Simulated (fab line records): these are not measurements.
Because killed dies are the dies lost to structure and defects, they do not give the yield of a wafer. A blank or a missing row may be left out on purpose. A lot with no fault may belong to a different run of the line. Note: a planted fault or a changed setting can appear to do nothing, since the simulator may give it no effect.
Which tool is to blame? + flow nand_harc + Sampling: 12 lots, 36 wafers, 5 of 1159 route steps

WHAT THE GAUGES READ, wafer by wafer
NHARC_A_CHANNEL_FILL_D1_INSPECT_13. Usual: 311 for raw_defect_count, sd 120.
| lot  | measured     | on                | raw_defect_count | flag |
|------|--------------|-------------------|------------------|------|
| L119 | day 10 16:22 | defect_inspect-01 | 222 164 241      |      |
| L118 | day 10 16:13 | defect_inspect-02 | 299 130 375      |      |
| L120 | day 11 02:49 | defect_inspect-01 | 215 178 157      |      |
| L124 | day 12 06:07 | defect_inspect-01 | 221 288 348      |      |
| L125 | day 12 05:56 | defect_inspect-01 | 199 219 141      |      |
| L131 | day 13 20:23 | defect_inspect-01 | 278 440 380      |      |
| L133 | day 14 06:36 | defect_inspect-01 | 146 138 177      |      |
| L136 | day 14 19:53 | defect_inspect-01 | 256 241 695      |      |
| L137 | day 15 08:23 | defect_inspect-01 | 284 363 190      |      |
| L139 | day 15 17:56 | defect_inspect-01 | 268 549 388      |      |
| L140 | day 16 03:25 | defect_inspect-01 | 379 340 288      |      |
| L141 | day 16 16:20 | defect_inspect-02 | 410 404 389      |      |

NHARC_END_SORT_01. Usual: killed_at_array 26, standard deviation 11; killed_at_other 0.4, standard deviation 0.78; killed_at_periphery 3.4, standard deviation 2.4; killed_dies 29, standard deviation 11; killed_open 3.1, standard deviation 1.9; killed_short 1.9, standard deviation 1.4.
| lot  | measured     | on        | killed_at_array | killed_at_other | killed_at_periphery | killed_dies | killed_open | killed_short | flag |
|------|--------------|-----------|-----------------|-----------------|---------------------|-------------|-------------|--------------|------|
| L141 | day 26 06:52 | prober-01 | 15 15 20        | 0 1 0           | 3 8 13              | 18 24 33    | 4 3 3       | 0 3 7        |      |

TOOL THAT RAN EACH LOT (tool first, then ch and the chambers of the sampled wafers, then the start)
| lot  | NHARC_A_CHANNEL_FILL_D1_STRIP_28   | NHARC_A_CHANNEL_FILL_D1_STRIP_29              | NHARC_A_STAIRCASE_DEP_156       |
|------|------------------------------------|-----------------------------------------------|---------------------------------|
| L119 | rie_diel-05 ch 0,2,3, day 9 16:46  | rie_diel-05 ch 1,3, day 10 16:22 or earlier   | pecvd-02 ch 0,1, day 10 16:26   |
| L118 | rie_diel-03 ch 1,2, day 9 16:46    | rie_diel-04 ch 1,2,3, day 10 16:13 or earlier | pecvd-01 ch 1,2, day 10 16:19   |
| L120 | rie_diel-04 ch 0,1,3, day 10 03:08 | rie_diel-05 ch 0,1, day 11 02:49 or earlier   | pecvd-02 ch 0,1, day 11 02:56   |
| L124 | rie_diel-05 ch 0,3, day 11 06:13   | rie_diel-05 ch 0,1,3, day 12 06:07 or earlier | pecvd-01 ch 1,2, day 12 06:14   |
| L125 | rie_diel-04 ch 1,2,3, day 11 06:15 | rie_diel-04 ch 0,1,3, day 12 05:56 or earlier | pecvd-02 ch 0,1,2, day 12 06:02 |
| L131 | rie_diel-05 ch 1,2,3, day 12 16:50 | rie_diel-03 ch 1,3, day 13 13:49              | pecvd-01 ch 1,2, day 13 20:27   |
| L133 | rie_diel-05 ch 0,2,3, day 13 08:35 | rie_diel-03 ch 0,2, day 14 06:36 or earlier   | pecvd-01 ch 0,1, day 14 07:05   |
| L136 | rie_diel-03 ch 0,1,2, day 13 18:46 | rie_diel-03 ch 0,3, day 14 19:53 or earlier   | pecvd-04 ch 0,2, day 14 20:01   |
| L137 | rie_diel-03 ch 1,2,3, day 14 08:37 | rie_diel-03 ch 0,1,3, day 15 08:23 or earlier | pecvd-01 ch 0,1,2, day 15 08:43 |
| L139 | rie_diel-03 ch 0,1, day 14 14:17   | rie_diel-04 ch 0,2,3, day 15 17:56 or earlier | pecvd-01 ch 0,1,2, day 15 18:01 |
| L140 | rie_diel-05 ch 0,2,3, day 15 03:23 | rie_diel-05 ch 0,2,3, day 16 03:25 or earlier | pecvd-01 ch 0,2, day 16 03:32   |
| L141 | rie_diel-04 ch 1,2, day 15 16:21   | rie_diel-05 ch 0,1, day 16 10:01              | pecvd-01 ch 0,2, day 16 16:26   |
- NHARC_A_CHANNEL_FILL_D1_STRIP_28: strips in O2, time 20 s.
- NHARC_A_CHANNEL_FILL_D1_STRIP_29: strips in O2, time 20 s.
- NHARC_A_STAIRCASE_DEP_156: deposits SiNx, target thk 50 nm.

WHAT THE TOOLS THEMSELVES READ (means of the sampled wafers that have a number; where no wafer has one, the mark that the record gives instead)
NHARC_A_CHANNEL_FILL_D1_STRIP_28. Usual: chamber_pressure_mTorr 60.00 mTorr (standard deviation 0.054); drypump_motor_current_A 5.6 A (standard deviation 0.65); o2_flow_sccm 500.1 sccm (standard deviation 1.4); oes_product_au 1.004 a.u. (standard deviation 0.012); rf_vpp_V 58.1 V (standard deviation 0.84); showerhead_plenum_p_Torr 3.67 Torr (standard deviation 0.13); throttle_valve_pct 17.035 % (standard deviation 0.0092).
| lot  | tool        | chamber_pressure_mTorr (mTorr) | drypump_motor_current_A (A) | o2_flow_sccm (sccm) | oes_product_au (a.u.) | rf_vpp_V (V) | showerhead_plenum_p_Torr (Torr) | throttle_valve_pct (%) | flag |
|------|-------------|--------------------------------|-----------------------------|---------------------|-----------------------|--------------|---------------------------------|------------------------|------|
| L119 | rie_diel-05 | 60.04                          | 6.0                         | 500.8               | 1.004                 | 57.6         | 3.75                            | 17.037                 |      |
| L118 | rie_diel-03 | 59.98                          | 5.0                         | 500.6               | 0.994                 | 58.5         | 3.58                            | 17.026                 |      |
| L120 | rie_diel-04 | 60.00                          | 5.4                         | 499.4               | 1.002                 | 57.6         | 3.58                            | 17.039                 |      |
| L124 | rie_diel-05 | 60.02                          | 5.7                         | 499.5               | 0.998                 | 58.1         | 3.74                            | 17.043                 |      |
| L125 | rie_diel-04 | 60.04                          | 5.5                         | 499.2               | 1.003                 | 57.9         | 3.54                            | 17.043                 |      |
| L131 | rie_diel-05 | 59.99                          | 5.4                         | 502.2               | 1.006                 | 58.1         | 3.78                            | 17.040                 |      |
| L133 | rie_diel-05 | 60.02                          | 6.1                         | 499.5               | 1.010                 | 58.0         | 3.75                            | 17.037                 |      |
| L136 | rie_diel-03 | 59.97                          | 5.5                         | 498.0               | 1.001                 | 57.4         | 3.60                            | 17.019                 |      |
| L137 | rie_diel-03 | 60.00                          | 5.1                         | 500.9               | 1.005                 | 58.2         | 3.60                            | 17.042                 |      |
| L139 | rie_diel-03 | 60.04                          | 6.0                         | 500.1               | 0.999                 | 57.7         | 3.69                            | 17.029                 |      |
| L140 | rie_diel-05 | 60.06                          | 6.0                         | 501.9               | 1.013                 | 58.7         | 3.75                            | 17.025                 |      |
| L141 | rie_diel-04 | 59.98                          | 5.7                         | 501.8               | 0.993                 | 57.7         | 3.57                            | 17.032                 |      |

NHARC_A_CHANNEL_FILL_D1_STRIP_29. Usual: chamber_pressure_mTorr 60.00 mTorr (standard deviation 0.05); drypump_motor_current_A 5.6 A (standard deviation 0.66); o2_flow_sccm 500.3 sccm (standard deviation 1.3); oes_product_au 1.003 a.u. (standard deviation 0.012); rf_vpp_V 58.2 V (standard deviation 0.83); showerhead_plenum_p_Torr 3.68 Torr (standard deviation 0.12); throttle_valve_pct 17.036 % (standard deviation 0.0088).
| lot  | tool        | chamber_pressure_mTorr (mTorr) | drypump_motor_current_A (A) | o2_flow_sccm (sccm) | oes_product_au (a.u.) | rf_vpp_V (V) | showerhead_plenum_p_Torr (Torr) | throttle_valve_pct (%) | flag |
|------|-------------|--------------------------------|-----------------------------|---------------------|-----------------------|--------------|---------------------------------|------------------------|------|
| L119 | rie_diel-05 | 59.99                          | 5.1                         | 501.6               | 0.992                 | 57.7         | 3.77                            | 17.037                 |      |
| L118 | rie_diel-04 | 60.01                          | 5.5                         | 499.1               | 0.996                 | 58.6         | 3.54                            | 17.031                 |      |
| L120 | rie_diel-05 | 60.04                          | 5.4                         | 500.1               | 0.998                 | 58.3         | 3.75                            | 17.031                 |      |
| L124 | rie_diel-05 | 59.98                          | 5.5                         | 500.2               | 0.998                 | 58.5         | 3.74                            | 17.033                 |      |
| L125 | rie_diel-04 | 60.06                          | 5.5                         | 498.8               | 0.995                 | 57.3         | 3.57                            | 17.031                 |      |
| L131 | rie_diel-03 | 60.00                          | 5.0                         | 500.5               | 1.001                 | 58.6         | 3.67                            | 17.036                 |      |
| L133 | rie_diel-03 | 60.00                          | 5.5                         | 501.1               | 0.996                 | 58.0         | 3.53                            | 17.042                 |      |
| L136 | rie_diel-03 | 60.01                          | 5.7                         | 500.9               | 1.002                 | 58.0         | 3.71                            | 17.034                 |      |
| L137 | rie_diel-03 | 60.01                          | 5.6                         | 500.6               | 1.002                 | 57.8         | 3.69                            | 17.032                 |      |
| L139 | rie_diel-04 | 60.01                          | 5.6                         | 500.9               | 0.999                 | 58.2         | 3.48                            | 17.029                 |      |
| L140 | rie_diel-05 | 60.05                          | 6.0                         | 500.5               | 0.995                 | 57.8         | 3.75                            | 17.029                 |      |
| L141 | rie_diel-05 | 60.00                          | 6.0                         | 501.0               | 0.997                 | 57.9         | 3.71                            | 17.035                 |      |

NHARC_A_STAIRCASE_DEP_156. Usual: heater_power_w 701 W, standard deviation 120; rf_fwd_power_W 448.1 W, standard deviation 1.5.
| lot  | tool     | heater_power_w (W) | rf_fwd_power_W (W) | flag |
|------|----------|--------------------|--------------------|------|
| L119 | pecvd-02 | 713                | 448.9              |      |
| L118 | pecvd-01 | 798                | 447.9              |      |
| L120 | pecvd-02 | 762                | 447.4              |      |
| L124 | pecvd-01 | 752                | 447.7              |      |
| L125 | pecvd-02 | 709                | 425.4              | OFF  |
| L131 | pecvd-01 | 793                | 447.8              |      |
| L133 | pecvd-01 | 647                | 449.4              |      |
| L136 | pecvd-04 | 606                | 449.7              |      |
| L137 | pecvd-01 | 681                | 447.4              |      |
| L139 | pecvd-01 | 705                | 448.8              |      |
| L140 | pecvd-01 | 828                | 448.7              |      |
| L141 | pecvd-01 | 794                | 446.1              |      |

THE ANSWER, worked out from the rows above alone
Rule: a lot counts as off when the mean over its wafers that have a number is more than 3 standard deviations away from the usual mean. Also off: a lot with no number at a reading for which 4 or more lots have one. The other lots that the step has rows for count as sound. The gauges are gone through in route order, then the tools' own readings, and for those a lot's mean is taken as printed above. The first step at which some lot is off is used, and at that step the reading that is off furthest; a lot without a number counts as furthest.
Off, at NHARC_A_STAIRCASE_DEP_156 on rf_fwd_power_W: L125.
If a tool, at that step or one of the process steps before it, ran each lot that is off and ran no sound lot following the first of them, it fits. With no start given for some of its lots, NHARC_A_CHANNEL_FILL_D1_STRIP_29 uses the hours and lot order of NHARC_A_CHANNEL_FILL_D1_INSPECT_13. One fits: pecvd-02 at NHARC_A_STAIRCASE_DEP_156. Its last sound lot is L120 (day 11 02:56), its first lot that is off L125 (day 12 06:02): a fault that began between those two fits.
The tool's own readings at NHARC_A_STAIRCASE_DEP_156 bear it out: on the lots that are off they differ by more than 5 times the standard deviation of the sound lots' means. rf_fwd_power_W reads 425.4 W there against 448.2 W on the sound lots.

WHAT THE SIMULATOR HAD INSERTED
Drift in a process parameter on pecvd-02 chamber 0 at NHARC_A_STAIRCASE_DEP_156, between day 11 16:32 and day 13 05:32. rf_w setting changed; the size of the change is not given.
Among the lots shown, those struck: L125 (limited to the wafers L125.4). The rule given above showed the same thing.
